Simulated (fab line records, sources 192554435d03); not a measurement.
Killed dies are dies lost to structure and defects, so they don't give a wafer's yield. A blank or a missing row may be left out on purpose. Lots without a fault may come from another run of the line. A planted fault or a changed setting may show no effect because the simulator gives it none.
Chamber matching | flow n5_finfet | N5_BEOL_M10_STRIP_67 on rie_diel-05: 4 sister chambers
The step strips in CF4. 4 wafers are shown with their chamber, then 6 later ones without.

WAFERS WITH THEIR CHAMBER
wafer  | chamber | drypump_motor_current_A (A)
L502.3 | 0       | 5.4
L504.2 | 2       | 6.5
L513.2 | 3       | 5.7
L513.6 | 1       | 5.4

WAFERS WITHOUT THEIR CHAMBER
wafer  | drypump_motor_current_A (A)
L514.2 | 6.5
L514.3 | 5.7
L514.6 | 5.7
L516.1 | 6.5
L516.2 | 5.7
L516.5 | 5.5

WHICH CHAMBER EACH WENT THROUGH
wafer  | from the rows above     | in truth
L514.2 | 2                       | 2
L514.3 | 3                       | 3
L514.6 | 3                       | 3
L516.1 | 2                       | 2
L516.2 | 3                       | 3
L516.5 | can't be placed: 0 or 1 | 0
Placed correctly: 5 of 6. Can't be placed from these rows: 1 (the true chamber is among the candidates in 1). Placed wrongly: 0.
How it was worked out, from the rows above alone: a wafer's distance from a chamber is the root of the sum, over the readings, of the square of ((its reading less the chamber's mean) divided by the reading's scatter). The wafer belongs to the nearest chamber; if the next one is less than 2 further off, it can't be placed. A chamber's mean is the mean of its shown wafers. The scatter: with one shown wafer a chamber, the root of the mean of the squares of how far each hidden wafer lies from its nearest shown one.
